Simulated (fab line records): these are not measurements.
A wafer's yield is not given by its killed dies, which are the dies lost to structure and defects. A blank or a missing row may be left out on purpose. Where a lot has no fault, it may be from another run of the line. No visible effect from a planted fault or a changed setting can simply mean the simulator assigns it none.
fab line records    flow nand_harc
record: lots: 6  wafers: 18  last_day: 32
route steps=1302 shown A_WL_FILL@959 END@1302
lots that met no fault: from a run of the same line without faults
start_h: hours from the record's first day to the start of the lot's first wafer shown    wait_h: hours since the lot's step before    " as in the row above    L1.1+2: a row that stands for several wafers    - value missing, or start not given    * or withheld: withheld    < > ~ a bound
route shown NAME@n: names a module that has steps shown in the file, with the first one's number in the route    usual: the fault-free wafers' mean and standard deviation    same: alike in all rows    chamber/n: place in a boat    sites: the reading at each site    _std_site: standard deviation across them    _edge_site: mean of outer sites minus mean of inner sites    radius_mm: how far each site lies from the wafer's centre    mask NAME#n: copy n    behind: the last tool/chamber to shape the wafer    hold: what put the lot on hold/how long, in hours/how the hold closed    device: which transistor (n, p or np) failed to switch    end of line: the tests these same wafers got at the end of their route    a step without rows: its recipe alone    killed: dies that structure and defects cost at the first sort, which is not the same as the wafer's yield    map: shows each die of a wafer: x if killed, . if not, _ if none is there
set.NAME: the setting the step ran with; set.NAME@STEP: the setting that earlier step ran with    model.NAME: the simulator's own value behind a step, which no gauge read
certain route steps with their lots: each step a table, each wafer a row
services: the hour from which a tool's chamber was out of use, counted from the record's first day as start_h (under 0 if before that day), plus the number of hours and why
== steps ==
step: NHARC_A_WL_FILL_STRIP_27
recipe: power_w: 1500  temp_c: 250  time_s: 20  chemistry: N2/H2
usual: drypump_motor_current_A: 5.58/0.18  heater_power_w: 324/12
lot.wafer  tool             chamber  start_h  wait_h  drypump_motor_current_A  heater_power_w  rf_hours_counter_h
L240.1     plasma_asher-01  0        468.42   0.1     5.83                     352             24
L240.4     "                0        "        "       5.81                     350             -
L240.5     "                0        "        "       5.86                     346             -
L245.1     plasma_asher-02  1        511.67   0.1     5.37                     316             16
L245.4     "                0        "        "       5.57                     339             -
L245.5     "                1        "        "       5.37                     310             -
L250.4     plasma_asher-01  1        571.71   0.1     5.43                     327             -
L250.3     "                0        "        "       5.84                     337             -
L250.5     "                0        "        "       5.81                     323             -
L249.2     plasma_asher-02  0        581.71   0.2     5.53                     342             30
L249.3     "                0        "        "       5.56                     343             -
L249.5     "                1        "        "       5.36                     309             -
L257.2     plasma_asher-01  1        653.28   0.1     5.47                     321             31
L257.3     "                1        "        "       5.45                     317             -
L257.6     "                1        "        "       5.43                     316             -
L260.2     plasma_asher-01  1        667.58   0.1     5.45                     320             34
L260.1     "                0        "        "       5.82                     326             34
L260.3     "                0        "        "       5.82                     328             -
step: NHARC_A_WL_FILL_STRIP_28
recipe: time_s: 1200  temp_c: 72.5  chemistry: post_etch_residue_remover
step: NHARC_A_WL_FILL_PRECLEAN_06
recipe: time_s: 300  chemistry: DIW
step: NHARC_A_WL_FILL_SRD_07
step: NHARC_A_WL_FILL_ANNEAL_08
recipe: temp_c: 450  time_s: 1800
step: NHARC_A_WL_FILL_ALD_10
recipe: target_thk_a: 500  pulse_time_s: 10  ald_cycles: 500  temp_c: 300  material: SiO2
step: NHARC_A_WL_FILL_ETCHBACK_16
recipe: target_depth_a: 1200  time_s: 24  c4f8_flow_sccm: withheld  o2_flow_sccm: 8  ar_flow_sccm: withheld  rf_w: 600  bias_w: 800  chemistry: C4F8/O2/Ar
usual: oes_product_au: 0.982/0.028  rf_vpp_V: 724/4.4
lot.wafer  tool         chamber  start_h  wait_h  oes_product_au  rf_hours_counter_h  rf_vpp_V
L240.1     rie_diel-01  2        -        -       1.013           1.8                 726
L240.4     "            2        "        "       1.005           -                   725
L240.5     "            1        "        "       1.013           -                   726
L245.1     rie_diel-11  3        -        -       0.931           2.3                 729
L245.4     "            0        "        "       0.949           2.2                 716
L245.5     "            1        "        "       0.969           -                   719
L250.4     rie_diel-11  3        -        -       0.997           3.9                 726
L250.3     "            0        "        "       0.997           3.8                 718
L250.5     "            0        "        "       0.993           -                   717
L249.3     rie_diel-11  0        -        -       0.915           3.8                 717
L249.2     "            2        "        "       0.919           4.2                 729
L249.5     "            0        "        "       0.913           -                   717
L257.2     rie_diel-01  3        -        -       0.998           1.7                 723
L257.3     "            0        "        "       1.005           2.0                 717
L257.6     "            0        "        "       1.010           -                   716
L260.1     rie_diel-06  0        -        -       0.998           0.6                 727
L260.2     "            1        "        "       0.991           0.9                 722
L260.3     "            3        "        "       1.007           0.7                 722
step: NHARC_A_WL_FILL_STRIP_29
recipe: time_s: 20  o2_flow_sccm: 500  ar_flow_sccm: 0  bias_w: 0  chemistry: O2
usual: drypump_motor_current_A: 5.9/0.42  o2_flow_sccm: 499.8/1.5  oes_product_au: 1.001/0.012  rf_vpp_V: 57.8/0.82  showerhead_plenum_p_Torr: 3.53/0.15  throttle_valve_pct: 17.035/0.009
lot.wafer  tool         chamber  start_h  wait_h  drypump_motor_current_A  o2_flow_sccm  oes_product_au  rf_hours_counter_h  rf_vpp_V  showerhead_plenum_p_Torr  throttle_valve_pct
L240.1     rie_diel-01  1        478.07   0.1     6.1                      501.2         1.008           1.7                 58.3      3.62                      17.036
L240.4     "            1        "        "       6.1                      499.3         1.015           -                   58.9      3.62                      17.040
L240.5     "            2        "        "       5.8                      500.8         1.017           -                   59.2      3.62                      17.047
L245.4     rie_diel-11  1        521.86   0.1     6.2                      497.1         1.011           2.3                 57.9      3.39                      17.043
L245.1     "            2        "        "       6.6                      498.8         0.996           2.4                 57.0      3.73                      17.033
L245.5     "            0        "        "       5.9                      498.5         0.987           -                   58.6      3.32                      17.038
L250.4     rie_diel-11  1        581.68   0.1     6.2                      499.4         1.005           4.0                 58.1      3.39                      17.037
L250.3     "            2        "        "       6.5                      500.0         0.995           4.1                 58.9      3.73                      17.040
L250.5     "            3        "        "       5.7                      497.0         0.987           -                   57.8      3.70                      17.043
L249.2     rie_diel-11  1        593.34   0.1     6.2                      498.2         1.010           4.0                 58.5      3.39                      17.027
L249.3     "            0        "        "       5.9                      500.1         0.985           3.8                 57.8      3.32                      17.027
L249.5     "            1        "        "       6.3                      496.9         0.989           -                   57.6      3.39                      17.039
L257.2     rie_diel-01  3        662.75   0.1     5.4                      497.6         0.994           1.7                 58.0      3.53                      17.033
L257.3     "            0        "        "       5.4                      499.5         1.008           2.0                 56.6      3.31                      17.022
L257.6     "            3        "        "       5.4                      499.4         1.001           -                   57.6      3.53                      17.060
L260.3     rie_diel-06  1        678.71   0.1     5.1                      500.7         0.997           0.9                 58.7      3.53                      17.049
L260.2     "            2        "        "       5.7                      501.0         0.999           1.0                 57.8      3.68                      17.053
L260.1     "            0        "        "       5.7                      499.0         1.005           0.7                 57.0      3.62                      17.031
step: NHARC_A_WL_FILL_ETCHBACK_17
recipe: target_depth_a: 40  time_s: 26.7  chemistry: Cl2/BCl3
usual: drypump_motor_current_A: 5.9/0.57  he_backside_leak_sccm: 3.5/0.43  oes_product_au: 1.000/0.013
lot.wafer  tool          chamber  start_h  wait_h  drypump_motor_current_A  he_backside_leak_sccm  oes_product_au  rf_hours_counter_h
L240.1     rie_metal-02  0        478.16   -       5.5                      3.7                    1.014           0.2
L240.4     "             0        "        "       5.5                      3.6                    1.010           -
L240.5     "             1        "        "       5.7                      3.5                    0.993           -
L245.1     rie_metal-02  0        521.94   -       5.5                      3.5                    1.017           1.2
L245.4     "             0        "        "       5.5                      3.6                    1.017           -
L245.5     "             0        "        "       5.5                      3.6                    1.020           -
L250.4     rie_metal-03  0        581.80   -       5.0                      3.5                    1.001           -
L250.3     "             1        "        "       5.8                      3.2                    0.982           -
L250.5     "             1        "        "       5.8                      3.1                    0.986           -
L249.2     rie_metal-02  0        593.43   -       5.5                      3.5                    1.002           2.3
L249.3     "             1        "        "       5.7                      3.6                    0.982           -
L249.5     "             1        "        "       5.7                      3.8                    0.994           -
L257.2     rie_metal-03  1        662.84   -       5.8                      2.9                    0.992           2.0
L257.3     "             1        "        "       5.8                      3.0                    0.985           -
L257.6     "             1        "        "       5.8                      3.0                    0.985           -
L260.2     rie_metal-02  1        678.79   -       5.7                      3.7                    0.982           0.7
L260.1     "             0        "        "       5.5                      3.6                    1.029           0.7
L260.3     "             1        "        "       5.7                      3.6                    0.986           -
step: NHARC_A_WL_FILL_PRECLEAN_18
recipe: time_s: 30  chemistry: dHF
step: NHARC_A_WL_FILL_SRD_21
step: NHARC_A_WL_FILL_CVD_23
recipe: target_thk_a: 400  temp_c: 620  pressure_mtorr: 200  time_s: 800  material: poly-Si
usual: pressure_mtorr: 200.1/0.41  run_length_s: 801.8/0.37  spike_tc_upper_C: 619.7/1.3
lot.wafer  tool           chamber  start_h  wait_h  pressure_mtorr  run_length_s  spike_tc_upper_C
L240.1     lpcvd_poly-03  0        480.72   2.3     200.2           801.4         617.1
L240.4     "              0        "        "       200.1           801.4         617.9
L240.5     "              0        "        "       201.1           801.4         618.8
L245.1     lpcvd_poly-02  0        525.01   2.9     200.4           802.6         622.7
L245.4     "              0        "        "       199.9           802.6         618.9
L245.5     "              0        "        "       200.4           802.6         620.5
L250.3     lpcvd_poly-03  -        585.76   3.8     -               -             -
L250.4     "              -        "        "       -               -             -
L250.5     "              -        "        "       -               -             -
L249.2     lpcvd_poly-02  -        596.07   2.4     -               -             -
L249.3     "              -        "        "       -               -             -
L249.5     "              -        "        "       -               -             -
L257.2     lpcvd_poly-03  0        665.39   2.3     200.1           801.5         618.6
L257.3     "              0        "        "       199.7           801.5         616.3
L257.6     "              0        "        "       199.8           801.5         619.2
L260.1     lpcvd_poly-01  0        681.46   2.5     199.5           801.4         619.4
L260.2     "              0        "        "       200.1           801.4         621.2
L260.3     "              0        "        "       200.1           801.4         620.7
step: NHARC_A_WL_FILL_ETCHBACK_26
recipe: target_depth_a: 520  time_s: 13.3  hbr_flow_sccm: 150  rf_w: 350  icp_w: 350  bias_w: 60  chemistry: HBr
usual: drypump_motor_current_A: 5.6/0.33  he_backside_leak_sccm: 2.65/0.23  oes_product_au: 0.999/0.013  throttle_valve_pct: 23.266/0.0099
lot.wafer  tool       chamber  start_h  wait_h  drypump_motor_current_A  he_backside_leak_sccm  oes_product_au  rf_hours_counter_h  throttle_valve_pct
L240.1     rie_si-02  2        483.34   0.4     5.4                      2.95                   1.004           0.1                 23.273
L240.4     "          0        "        "       5.4                      2.80                   1.006           0.2                 23.253
L240.5     "          3        "        "       6.0                      2.50                   1.011           -                   23.278
L245.1     rie_si-05  3        527.59   0.4     5.2                      2.69                   0.995           0.2                 23.264
L245.4     "          2        "        "       6.2                      2.41                   0.992           0.2                 23.263
L245.5     "          0        "        "       5.7                      2.55                   1.012           -                   23.257
L250.3     rie_si-01  0        588.37   0.4     5.2                      2.75                   0.986           0.1                 23.261
L250.4     "          1        "        "       5.9                      2.60                   0.984           0.2                 23.283
L250.5     "          3        "        "       5.6                      2.57                   0.991           -                   23.275
L249.3     rie_si-05  3        598.64   0.4     5.2                      2.88                   0.994           0.6                 23.264
L249.2     "          2        "        "       6.2                      2.28                   1.000           0.6                 23.279
L249.5     "          3        "        "       5.2                      2.67                   0.988           -                   23.271
L257.3     rie_si-02  2        667.96   0.4     5.4                      2.95                   0.974           0.2                 23.262
L257.2     "          1        "        "       5.2                      2.97                   1.011           0.2                 23.255
L257.6     "          2        "        "       5.4                      2.92                   0.992           -                   23.259
L260.2     rie_si-05  3        684.02   0.4     5.2                      2.82                   1.034           0.1                 23.265
L260.1     "          0        "        "       5.7                      2.46                   1.008           0.1                 23.267
L260.3     "          1        "        "       5.7                      2.63                   0.986           0                   23.285
step: NHARC_END_SORT_01
recipe: temp_c: 25
usual: killed_at_array: 59/21  killed_at_other: 0.8/1.1  killed_at_periphery: 4.1/2.8  killed_dies: 64/20  killed_open: 3.1/1.7  killed_short: 2.4/1.6
same: gross_dies: 677
lot.wafer  tool       chamber  start_h  wait_h  killed_at_array  killed_at_other  killed_at_periphery  killed_dies  killed_open  killed_short
L249.2     prober-02  0        681.77   2.8     54               1                7                    62           3            4
L249.3     prober-02  0        682.56   3.1     64               0                6                    70           5            2
L249.5     prober-02  0        684.13   3.6     55               1                6                    62           4            2
killed by level:class
L249.2 A_CHANNEL_HOLE_D1:chamber_film_flake=31 A_CHANNEL_HOLE_D2:chamber_film_flake=11 P_CONTACT:chamber_film_flake=4 A_WL_FILL:geometric_particle:short=2 A_M0:geometric_particle:open=2 P_ZERO_WELL:chamber_film_flake=2 A_STAIRCASE:chamber_film_flake=2 A_CONTACT:chamber_film_flake=2
L249.3 A_CHANNEL_HOLE_D1:chamber_film_flake=35 A_CHANNEL_HOLE_D2:chamber_film_flake=14 A_STAIRCASE:chamber_film_flake=5 P_CONTACT:chamber_film_flake=3 P_M0:geometric_particle:open=2 A_SLIT:chamber_film_flake=2 A_CHANNEL_FILL_D1:geometric_particle:short=1 A_DECK1_JOINT:geometric_particle:open=1
L249.5 A_CHANNEL_HOLE_D1:chamber_film_flake=33 A_CHANNEL_HOLE_D2:chamber_film_flake=9 P_CONTACT:chamber_film_flake=5 A_STAIRCASE:chamber_film_flake=3 A_CONTACT:chamber_film_flake=3 A_CHANNEL_FILL_D1:geometric_particle:short=2 A_ONON_D1:geometric_particle:open=1 A_CHANNEL_FILL_D1:geometric_particle:open=1
== services ==
tool             chamber  start_h  hours  kind
rie_metal-03     0        447.13   8.9    repair
rie_metal-02     -        454.00   9.0    pm
rie_si-02        -        454.05   9.0    pm
lpcvd_poly-03    -        461.24   13.8   repair
rie_diel-01      0        470.10   40.5   repair
rie_si-05        1        476.07   11.7   repair
rie_si-05        -        482.00   9.0    pm
rie_diel-06      -        484.42   9.0    pm
rie_metal-03     -        484.76   0.2    repair
rie_diel-01      3        485.95   1.5    repair
plasma_asher-01  -        519.18   9.0    pm
rie_metal-02     1        532.61   4.7    repair
rie_diel-01      0        539.28   3.0    repair
rie_diel-01      -        557.82   9.0    pm
rie_diel-01      2        607.39   15.4   repair
rie_diel-11      -        609.50   9.0    pm
rie_metal-02     -        613.96   1.1    repair
rie_diel-01      3        621.53   10.6   repair
rie_si-05        3        629.06   13.7   repair
rie_metal-02     -        631.00   9.0    pm
plasma_asher-01  -        635.41   1.4    repair
rie_si-05        1        646.17   35.9   repair
rie_si-05        -        659.00   9.0    pm
rie_diel-01      -        676.24   4.4    repair
== key ==
first_sign: step: NHARC_A_WL_FILL_CVD_23  reading: tool_record  direction: missing
effect none on later readings
met_at NHARC_A_WL_FILL_CVD_23
struck_wafers L249.2,L249.3,L249.5,L250.3,L250.4,L250.5
tester_left_out L249,L250
onset_between 525.01 585.76
fault: kind: skipped_step_whole  tool: lpcvd_poly-02,lpcvd_poly-03  chamber: -  onset_h: 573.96  steps: NHARC_A_WL_FILL_CVD_23  scope: struck_lots_only
tester_left_out: of these lots the tester's yield and bins aren't shown, on N5 and GAA mostly nor the transistor test; their killed dies are dies lost to structure and defects alone, not to doping, threshold or leakage, so they don't give the yield
